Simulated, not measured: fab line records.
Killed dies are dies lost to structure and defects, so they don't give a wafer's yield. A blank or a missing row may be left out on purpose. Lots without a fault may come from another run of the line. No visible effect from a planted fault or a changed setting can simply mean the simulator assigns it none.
fab line records || flow nandHarc
record: {"lots": 6, "wafers": 18, "lastDay": 33}
route steps=1302 shown A_STAIRCASE@683
lots that met no fault: taken from a fault-free run of the same line
startH: hours from the record's first day to the start of the lot's first wafer shown || waitH: time in hours since the lot's previous step || " the same as in the row above || L1.1+2: several wafers, shown together as one row || - no value present, or no start provided || * or withheld: withheld || < > ~ a bound
route shown NAME@n: NAME is a module with steps in the file, n the number in the route of the first one || usual: average and standard deviation across the fault-free wafers || same: alike in all rows || chamber/n: place in a boat || sites: the reading at each site || _std_site: standard deviation across them || _edge_site: inner sites' mean taken away from outer sites' mean || radiusMm: for every site, how far away it sits from the centre of the wafer || mask NAME#n: copy n || behind: tool/chamber where the wafer was last shaped || hold: why the lot was held/for how many hours/how that ended || device: names the non-switching transistor (n, p or np) || end of line: the route-end tests of the same wafers || a step given without rows: its recipe and nothing more || killed: dies lost to structure and defects at the first sort, not the wafer's yield || map: shows each die of a wafer: x if killed, . if not, _ if none is there
set.NAME: the run value of the setting; set.NAME@STEP: its run value at that earlier step || model.NAME: the simulator's own value behind a step, which no gauge read
lots at selected steps of the route; one table per step, one row per wafer
services: when a tool's chamber went out of use (startH, in hours from the record's first day, below 0 if earlier), for how many hours, and the reason
== steps ==
step: NHARC_A_STAIRCASE_TRIM_26
recipe: {"timeS": 211.2, "o2FlowSccm": 500, "arFlowSccm": 0, "biasW": 0, "chemistry": "O2"}
usual: {"drypumpMotorCurrentA": "5.8/0.58", "oesProductAu": "1.004/0.011", "rfVppV": "58.0/0.92", "showerheadPlenumPTorr": "3.57/0.13", "throttleValvePct": "17.035/0.0089"}
{"lot.wafer": "L222.3", "tool": "rieDiel-13", "chamber": 0, "startH": "-", "waitH": "-", "drypumpMotorCurrentA": 5.3, "oesProductAu": 1.008, "rfHoursCounterH": 7, "rfVppV": 57.8, "showerheadPlenumPTorr": 3.52, "throttleValvePct": 17.041}
{"lot.wafer": "L222.2", "tool": "rieDiel-13", "chamber": 1, "startH": "-", "waitH": "-", "drypumpMotorCurrentA": 6.6, "oesProductAu": 0.996, "rfHoursCounterH": 6, "rfVppV": 55.7, "showerheadPlenumPTorr": 3.77, "throttleValvePct": 17.035}
{"lot.wafer": "L222.1", "tool": "rieDiel-13", "chamber": 2, "startH": "-", "waitH": "-", "drypumpMotorCurrentA": 4.9, "oesProductAu": 1.011, "rfHoursCounterH": 8, "rfVppV": 57.6, "showerheadPlenumPTorr": 3.37, "throttleValvePct": 17.043}
{"lot.wafer": "L223.4", "tool": "rieDiel-04", "chamber": 0, "startH": "-", "waitH": "-", "drypumpMotorCurrentA": 5.9, "oesProductAu": 1.002, "rfHoursCounterH": 8, "rfVppV": 59.2, "showerheadPlenumPTorr": 3.62, "throttleValvePct": 17.043}
{"lot.wafer": "L223.3", "tool": "rieDiel-04", "chamber": 1, "startH": "-", "waitH": "-", "drypumpMotorCurrentA": 5.9, "oesProductAu": 0.994, "rfHoursCounterH": 9, "rfVppV": 58.9, "showerheadPlenumPTorr": 3.65, "throttleValvePct": 17.031}
{"lot.wafer": "L223.2", "tool": "rieDiel-04", "chamber": 2, "startH": "-", "waitH": "-", "drypumpMotorCurrentA": 5.0, "oesProductAu": 1.005, "rfHoursCounterH": 7, "rfVppV": 58.4, "showerheadPlenumPTorr": 3.56, "throttleValvePct": 17.024}
{"lot.wafer": "L235.3", "tool": "rieDiel-13", "chamber": 3, "startH": "-", "waitH": "-", "drypumpMotorCurrentA": 6.0, "oesProductAu": 0.997, "rfHoursCounterH": 48, "rfVppV": 55.7, "showerheadPlenumPTorr": 3.50, "throttleValvePct": 17.043}
{"lot.wafer": "L235.1", "tool": "rieDiel-13", "chamber": 1, "startH": "-", "waitH": "-", "drypumpMotorCurrentA": 6.5, "oesProductAu": 0.992, "rfHoursCounterH": 49, "rfVppV": 58.1, "showerheadPlenumPTorr": 3.75, "throttleValvePct": 17.032}
{"lot.wafer": "L235.6", "tool": "rieDiel-13", "chamber": 2, "startH": "-", "waitH": "-", "drypumpMotorCurrentA": 4.9, "oesProductAu": 1.018, "rfHoursCounterH": "-", "rfVppV": 56.8, "showerheadPlenumPTorr": 3.35, "throttleValvePct": 17.028}
{"lot.wafer": "L234.2", "tool": "rieDiel-04", "chamber": 0, "startH": "-", "waitH": "-", "drypumpMotorCurrentA": 5.9, "oesProductAu": 1.020, "rfHoursCounterH": 51, "rfVppV": 57.6, "showerheadPlenumPTorr": 3.60, "throttleValvePct": 17.033}
{"lot.wafer": "L234.5", "tool": "rieDiel-04", "chamber": 1, "startH": "-", "waitH": "-", "drypumpMotorCurrentA": 5.9, "oesProductAu": 1.012, "rfHoursCounterH": "-", "rfVppV": 58.6, "showerheadPlenumPTorr": 3.62, "throttleValvePct": 17.026}
{"lot.wafer": "L234.6", "tool": "rieDiel-04", "chamber": 2, "startH": "-", "waitH": "-", "drypumpMotorCurrentA": 5.0, "oesProductAu": 1.007, "rfHoursCounterH": "-", "rfVppV": 56.9, "showerheadPlenumPTorr": 3.54, "throttleValvePct": 17.033}
{"lot.wafer": "L237.3", "tool": "rieDiel-02", "chamber": 0, "startH": "-", "waitH": "-", "drypumpMotorCurrentA": 6.6, "oesProductAu": 0.997, "rfHoursCounterH": 34, "rfVppV": 59.7, "showerheadPlenumPTorr": 3.75, "throttleValvePct": 17.033}
{"lot.wafer": "L237.2", "tool": "rieDiel-02", "chamber": 2, "startH": "-", "waitH": "-", "drypumpMotorCurrentA": 6.0, "oesProductAu": 1.012, "rfHoursCounterH": 29, "rfVppV": 57.7, "showerheadPlenumPTorr": 3.70, "throttleValvePct": 17.032}
{"lot.wafer": "L237.6", "tool": "rieDiel-02", "chamber": 1, "startH": "-", "waitH": "-", "drypumpMotorCurrentA": 6.6, "oesProductAu": 0.999, "rfHoursCounterH": "-", "rfVppV": 57.8, "showerheadPlenumPTorr": 3.31, "throttleValvePct": 17.035}
{"lot.wafer": "L242.4", "tool": "rieDiel-04", "chamber": 3, "startH": "-", "waitH": "-", "drypumpMotorCurrentA": 5.6, "oesProductAu": 1.002, "rfHoursCounterH": 14, "rfVppV": 58.5, "showerheadPlenumPTorr": 3.63, "throttleValvePct": 17.026}
{"lot.wafer": "L242.1", "tool": "rieDiel-04", "chamber": 1, "startH": "-", "waitH": "-", "drypumpMotorCurrentA": 5.8, "oesProductAu": 1.014, "rfHoursCounterH": 16, "rfVppV": 57.4, "showerheadPlenumPTorr": 3.61, "throttleValvePct": 17.025}
{"lot.wafer": "L242.6", "tool": "rieDiel-04", "chamber": 3, "startH": "-", "waitH": "-", "drypumpMotorCurrentA": 5.6, "oesProductAu": 0.994, "rfHoursCounterH": "-", "rfVppV": 57.8, "showerheadPlenumPTorr": 3.63, "throttleValvePct": 17.034}
step: NHARC_A_STAIRCASE_ETCH_27
recipe: {"targetDepthA": 1000, "timeS": 40.5, "ionEnergyEv": 400, "c4f8FlowSccm": 20, "o2FlowSccm": 10, "arFlowSccm": "withheld", "rfW": 600, "biasW": 1000, "chemistry": "C4F8/O2"}
usual: {"oesProductAu": "0.946/0.015", "rfVppV": "897/4.8"}
{"lot.wafer": "L222.1", "tool": "rieDiel-13", "chamber": 2, "startH": "-", "waitH": "-", "oesProductAu": 0.957, "rfHoursCounterH": 8, "rfVppV": 890}
{"lot.wafer": "L222.2", "tool": "rieDiel-13", "chamber": 0, "startH": "-", "waitH": "-", "oesProductAu": 0.942, "rfHoursCounterH": 7, "rfVppV": 896}
{"lot.wafer": "L222.3", "tool": "rieDiel-13", "chamber": 1, "startH": "-", "waitH": "-", "oesProductAu": 0.942, "rfHoursCounterH": 7, "rfVppV": 904}
{"lot.wafer": "L223.3", "tool": "rieDiel-04", "chamber": 1, "startH": "-", "waitH": "-", "oesProductAu": 0.944, "rfHoursCounterH": 9, "rfVppV": 902}
{"lot.wafer": "L223.4", "tool": "rieDiel-04", "chamber": 2, "startH": "-", "waitH": "-", "oesProductAu": 0.962, "rfHoursCounterH": 7, "rfVppV": 896}
{"lot.wafer": "L223.2", "tool": "rieDiel-04", "chamber": 0, "startH": "-", "waitH": "-", "oesProductAu": 0.950, "rfHoursCounterH": 8, "rfVppV": 899}
{"lot.wafer": "L235.3", "tool": "rieDiel-13", "chamber": 0, "startH": "-", "waitH": "-", "oesProductAu": 0.952, "rfHoursCounterH": 47, "rfVppV": 895}
{"lot.wafer": "L235.1", "tool": "rieDiel-13", "chamber": 1, "startH": "-", "waitH": "-", "oesProductAu": 0.948, "rfHoursCounterH": 49, "rfVppV": 903}
{"lot.wafer": "L235.6", "tool": "rieDiel-13", "chamber": 3, "startH": "-", "waitH": "-", "oesProductAu": 0.934, "rfHoursCounterH": "-", "rfVppV": 894}
{"lot.wafer": "L234.2", "tool": "rieDiel-04", "chamber": 2, "startH": "-", "waitH": "-", "oesProductAu": 0.940, "rfHoursCounterH": 35, "rfVppV": 896}
{"lot.wafer": "L234.5", "tool": "rieDiel-04", "chamber": 2, "startH": "-", "waitH": "-", "oesProductAu": 0.958, "rfHoursCounterH": "-", "rfVppV": 897}
{"lot.wafer": "L234.6", "tool": "rieDiel-04", "chamber": 3, "startH": "-", "waitH": "-", "oesProductAu": 0.970, "rfHoursCounterH": "-", "rfVppV": 902}
{"lot.wafer": "L237.3", "tool": "rieDiel-02", "chamber": 2, "startH": "-", "waitH": "-", "oesProductAu": 0.942, "rfHoursCounterH": 29, "rfVppV": 903}
{"lot.wafer": "L237.2", "tool": "rieDiel-02", "chamber": 1, "startH": "-", "waitH": "-", "oesProductAu": 0.944, "rfHoursCounterH": 36, "rfVppV": 887}
{"lot.wafer": "L237.6", "tool": "rieDiel-02", "chamber": 3, "startH": "-", "waitH": "-", "oesProductAu": 0.978, "rfHoursCounterH": "-", "rfVppV": 895}
{"lot.wafer": "L242.4", "tool": "rieDiel-04", "chamber": 2, "startH": "-", "waitH": "-", "oesProductAu": 0.952, "rfHoursCounterH": 17, "rfVppV": 895}
{"lot.wafer": "L242.1", "tool": "rieDiel-04", "chamber": 0, "startH": "-", "waitH": "-", "oesProductAu": 0.987, "rfHoursCounterH": 13, "rfVppV": 899}
{"lot.wafer": "L242.6", "tool": "rieDiel-04", "chamber": 2, "startH": "-", "waitH": "-", "oesProductAu": 0.945, "rfHoursCounterH": "-", "rfVppV": 894}
step: NHARC_A_STAIRCASE_STRIP_175
recipe: {"powerW": 1500, "tempC": 250, "chemistry": "O2"}
usual: {"drypumpMotorCurrentA": "5.9/0.49", "heaterPowerW": "321/37", "tempC": "249.99/0.17"}
{"lot.wafer": "L222.2", "tool": "plasmaAsher-01", "chamber": 1, "startH": 371.18, "waitH": 0.1, "drypumpMotorCurrentA": 6.5, "heaterPowerW": 317, "rfHoursCounterH": 6, "tempC": 249.87}
{"lot.wafer": "L222.1", "tool": "plasmaAsher-01", "chamber": 0, "startH": 371.18, "waitH": 0.1, "drypumpMotorCurrentA": 5.6, "heaterPowerW": 275, "rfHoursCounterH": 6, "tempC": 250.03}
{"lot.wafer": "L222.3", "tool": "plasmaAsher-01", "chamber": 0, "startH": 371.18, "waitH": 0.1, "drypumpMotorCurrentA": 5.6, "heaterPowerW": 273, "rfHoursCounterH": "-", "tempC": 250.06}
{"lot.wafer": "L223.2", "tool": "plasmaAsher-01", "chamber": 0, "startH": 391.52, "waitH": 0.1, "drypumpMotorCurrentA": 5.6, "heaterPowerW": 279, "rfHoursCounterH": 10, "tempC": 249.90}
{"lot.wafer": "L223.4", "tool": "plasmaAsher-01", "chamber": 0, "startH": 391.52, "waitH": 0.1, "drypumpMotorCurrentA": 5.6, "heaterPowerW": 275, "rfHoursCounterH": "-", "tempC": 250.04}
{"lot.wafer": "L223.3", "tool": "plasmaAsher-01", "chamber": 1, "startH": 391.52, "waitH": 0.1, "drypumpMotorCurrentA": 6.5, "heaterPowerW": 319, "rfHoursCounterH": "-", "tempC": 249.99}
{"lot.wafer": "L235.1", "tool": "plasmaAsher-02", "chamber": 1, "startH": 500.58, "waitH": 0.1, "drypumpMotorCurrentA": 5.2, "heaterPowerW": 337, "rfHoursCounterH": 14, "tempC": 250.05}
{"lot.wafer": "L235.3", "tool": "plasmaAsher-02", "chamber": 1, "startH": 500.58, "waitH": 0.1, "drypumpMotorCurrentA": 5.2, "heaterPowerW": 348, "rfHoursCounterH": "-", "tempC": 250.13}
{"lot.wafer": "L235.6", "tool": "plasmaAsher-02", "chamber": 0, "startH": 500.58, "waitH": 0.1, "drypumpMotorCurrentA": 6.1, "heaterPowerW": 373, "rfHoursCounterH": "-", "tempC": 249.86}
{"lot.wafer": "L234.2", "tool": "plasmaAsher-01", "chamber": 0, "startH": 500.91, "waitH": 0.1, "drypumpMotorCurrentA": 5.6, "heaterPowerW": 276, "rfHoursCounterH": 33, "tempC": 250.05}
{"lot.wafer": "L234.5", "tool": "plasmaAsher-01", "chamber": 0, "startH": 500.91, "waitH": 0.1, "drypumpMotorCurrentA": 5.6, "heaterPowerW": 275, "rfHoursCounterH": "-", "tempC": 249.94}
{"lot.wafer": "L234.6", "tool": "plasmaAsher-01", "chamber": 1, "startH": 500.91, "waitH": 0.1, "drypumpMotorCurrentA": 6.5, "heaterPowerW": 319, "rfHoursCounterH": "-", "tempC": 249.96}
{"lot.wafer": "L237.2", "tool": "plasmaAsher-02", "chamber": 1, "startH": 520.76, "waitH": 0.1, "drypumpMotorCurrentA": 5.2, "heaterPowerW": 337, "rfHoursCounterH": 17, "tempC": 250.09}
{"lot.wafer": "L237.3", "tool": "plasmaAsher-02", "chamber": 0, "startH": 520.76, "waitH": 0.1, "drypumpMotorCurrentA": 6.1, "heaterPowerW": 373, "rfHoursCounterH": "-", "tempC": 250.21}
{"lot.wafer": "L237.6", "tool": "plasmaAsher-02", "chamber": 0, "startH": 520.76, "waitH": 0.1, "drypumpMotorCurrentA": 6.1, "heaterPowerW": 369, "rfHoursCounterH": "-", "tempC": 250.37}
{"lot.wafer": "L242.1", "tool": "plasmaAsher-01", "chamber": 1, "startH": 576.70, "waitH": 0.3, "drypumpMotorCurrentA": 6.5, "heaterPowerW": 321, "rfHoursCounterH": 11, "tempC": 249.70}
{"lot.wafer": "L242.4", "tool": "plasmaAsher-01", "chamber": 1, "startH": 576.70, "waitH": 0.3, "drypumpMotorCurrentA": 6.5, "heaterPowerW": 320, "rfHoursCounterH": "-", "tempC": 249.69}
{"lot.wafer": "L242.6", "tool": "plasmaAsher-01", "chamber": 0, "startH": 576.70, "waitH": 0.3, "drypumpMotorCurrentA": 5.6, "heaterPowerW": 267, "rfHoursCounterH": "-", "tempC": 249.90}
step: NHARC_A_STAIRCASE_STRIP_148
recipe: {"timeS": 900, "tempC": 130, "chemistry": "SPM"}
step: NHARC_A_STAIRCASE_PRECLEAN_149
recipe: {"timeS": "*", "tempC": 50, "bathAgeMin": 0, "chemistry": "SC1"}
step: NHARC_A_STAIRCASE_SRD_150
step: NHARC_A_STAIRCASE_DEHYDRATE_176
recipe: {"tempC": 150, "timeS": 120}
step: NHARC_A_STAIRCASE_HMDS_177
recipe: {"timeS": 30}
step: NHARC_A_STAIRCASE_COAT_178
recipe: {"spinRpm": 1200}
step: NHARC_A_STAIRCASE_SOFTBAKE_179
recipe: {"tempC": 135, "timeS": 170}
step: NHARC_A_STAIRCASE_EBR_180
step: NHARC_A_STAIRCASE_EXPOSE_181
recipe: {"na": 0.5, "doseMj": 27.87, "maskId": "STAIR_2"}
usual: {"exposureDoseMJCm2": "27.865/0.025"}
{"lot.wafer": "L222.1", "tool": "krfScanner-03", "chamber": 0, "startH": 372.31, "waitH": "-", "mask": "STAIR_2#0", "exposureDoseMJCm2": 27.904}
{"lot.wafer": "L222.2", "tool": "krfScanner-03", "chamber": 0, "startH": 372.31, "waitH": "-", "mask": "STAIR_2#0", "exposureDoseMJCm2": 27.847}
{"lot.wafer": "L222.3", "tool": "krfScanner-03", "chamber": 0, "startH": 372.31, "waitH": "-", "mask": "STAIR_2#0", "exposureDoseMJCm2": 27.866}
{"lot.wafer": "L223.2", "tool": "krfScanner-04", "chamber": 0, "startH": 392.66, "waitH": "-", "mask": "STAIR_2#0", "exposureDoseMJCm2": 27.851}
{"lot.wafer": "L223.3", "tool": "krfScanner-04", "chamber": 0, "startH": 392.66, "waitH": "-", "mask": "STAIR_2#0", "exposureDoseMJCm2": 27.837}
{"lot.wafer": "L223.4", "tool": "krfScanner-04", "chamber": 0, "startH": 392.66, "waitH": "-", "mask": "STAIR_2#0", "exposureDoseMJCm2": 27.827}
{"lot.wafer": "L235.1", "tool": "krfScanner-02", "chamber": 0, "startH": 501.67, "waitH": "-", "mask": "STAIR_2#0", "exposureDoseMJCm2": 27.862}
{"lot.wafer": "L235.3", "tool": "krfScanner-02", "chamber": 0, "startH": 501.67, "waitH": "-", "mask": "STAIR_2#0", "exposureDoseMJCm2": 27.904}
{"lot.wafer": "L235.6", "tool": "krfScanner-02", "chamber": 0, "startH": 501.67, "waitH": "-", "mask": "STAIR_2#0", "exposureDoseMJCm2": 27.848}
{"lot.wafer": "L234.2", "tool": "krfScanner-04", "chamber": 0, "startH": 502.06, "waitH": "-", "mask": "STAIR_2#0", "exposureDoseMJCm2": 28.203}
{"lot.wafer": "L234.5", "tool": "krfScanner-04", "chamber": 0, "startH": 502.06, "waitH": "-", "mask": "STAIR_2#0", "exposureDoseMJCm2": 28.142}
{"lot.wafer": "L234.6", "tool": "krfScanner-04", "chamber": 0, "startH": 502.06, "waitH": "-", "mask": "STAIR_2#0", "exposureDoseMJCm2": 28.185}
{"lot.wafer": "L237.2", "tool": "krfScanner-04", "chamber": 0, "startH": 521.78, "waitH": "-", "mask": "STAIR_2#0", "exposureDoseMJCm2": 28.158}
{"lot.wafer": "L237.3", "tool": "krfScanner-04", "chamber": 0, "startH": 521.78, "waitH": "-", "mask": "STAIR_2#0", "exposureDoseMJCm2": 28.192}
{"lot.wafer": "L237.6", "tool": "krfScanner-04", "chamber": 0, "startH": 521.78, "waitH": "-", "mask": "STAIR_2#0", "exposureDoseMJCm2": 28.173}
{"lot.wafer": "L242.1", "tool": "krfScanner-03", "chamber": 0, "startH": 577.70, "waitH": "-", "mask": "STAIR_2#0", "exposureDoseMJCm2": 27.836}
{"lot.wafer": "L242.4", "tool": "krfScanner-03", "chamber": 0, "startH": 577.70, "waitH": "-", "mask": "STAIR_2#0", "exposureDoseMJCm2": 27.884}
{"lot.wafer": "L242.6", "tool": "krfScanner-03", "chamber": 0, "startH": 577.70, "waitH": "-", "mask": "STAIR_2#0", "exposureDoseMJCm2": 27.830}
step: NHARC_A_STAIRCASE_PEB_182
recipe: {"pebTempC": 115, "pebTimeS": 130}
== services ==
{"tool": "krfScanner-04", "chamber": "-", "startH": 354.00, "hours": 4.0, "kind": "pm"}
{"tool": "rieDiel-04", "chamber": "-", "startH": 355.03, "hours": 9.0, "kind": "pm"}
{"tool": "rieDiel-13", "chamber": 3, "startH": 367.40, "hours": 20.9, "kind": "repair"}
{"tool": "rieDiel-04", "chamber": 2, "startH": 368.63, "hours": 3.7, "kind": "repair"}
{"tool": "rieDiel-13", "chamber": 2, "startH": 377.01, "hours": 6.5, "kind": "repair"}
{"tool": "rieDiel-04", "chamber": 3, "startH": 385.98, "hours": 1.7, "kind": "repair"}
{"tool": "rieDiel-02", "chamber": 2, "startH": 395.21, "hours": 33.8, "kind": "repair"}
{"tool": "krfScanner-03", "chamber": "-", "startH": 396.00, "hours": 4.0, "kind": "pm"}
{"tool": "rieDiel-02", "chamber": "-", "startH": 396.42, "hours": 9.0, "kind": "pm"}
{"tool": "rieDiel-02", "chamber": 3, "startH": 405.54, "hours": 8.1, "kind": "repair"}
{"tool": "rieDiel-13", "chamber": 2, "startH": 418.27, "hours": 18.2, "kind": "repair"}
{"tool": "plasmaAsher-02", "chamber": "-", "startH": 426.07, "hours": 9.0, "kind": "pm"}
{"tool": "krfScanner-02", "chamber": "-", "startH": 438.00, "hours": 4.0, "kind": "pm"}
{"tool": "rieDiel-04", "chamber": 2, "startH": 440.61, "hours": 33.2, "kind": "repair"}
{"tool": "krfScanner-02", "chamber": "-", "startH": 452.41, "hours": 0.4, "kind": "repair"}
{"tool": "plasmaAsher-01", "chamber": "-", "startH": 519.11, "hours": 9.0, "kind": "pm"}
{"tool": "rieDiel-13", "chamber": "-", "startH": 519.17, "hours": 9.0, "kind": "pm"}
{"tool": "krfScanner-04", "chamber": "-", "startH": 526.00, "hours": 4.0, "kind": "pm"}
{"tool": "rieDiel-04", "chamber": "-", "startH": 532.03, "hours": 9.0, "kind": "pm"}
{"tool": "krfScanner-03", "chamber": "-", "startH": 540.14, "hours": 0.6, "kind": "repair"}
{"tool": "rieDiel-13", "chamber": 2, "startH": 547.64, "hours": 2.1, "kind": "repair"}
{"tool": "krfScanner-03", "chamber": "-", "startH": 568.00, "hours": 4.0, "kind": "pm"}
{"tool": "plasmaAsher-02", "chamber": "-", "startH": 573.11, "hours": 7.3, "kind": "repair"}
{"tool": "rieDiel-02", "chamber": "-", "startH": 573.48, "hours": 9.0, "kind": "pm"}
== key ==
firstSign: {"step": "NHARC_A_STAIRCASE_EXPOSE_181", "reading": "exposureDoseMJCm2", "direction": "up", "sigmas": 12, "usual": 27.865, "struck": 28.175}
effect none on later readings
metAt NHARC_A_STAIRCASE_EXPOSE_181
struckWafers L234.2,L234.5,L234.6,L237.2,L237.3,L237.6
testerLeftOut L234,L237
onsetBetween 392.66 502.06
fault: {"kind": "processParameterDrift", "tool": "krfScanner-04", "chamber": "-", "onsetH": 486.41, "steps": "NHARC_A_STAIRCASE_EXPOSE_181", "channel": "doseMj", "offset": 0.3217, "shape": "step", "actsIn": "theseRecipesOnly", "stated": 27.87}
testerLeftOut: of these lots the tester's yield and bins aren't shown, on N5 and GAA mostly nor the transistor test; their killed dies are dies lost to structure and defects alone, not to doping, threshold or leakage, so they don't give the yield
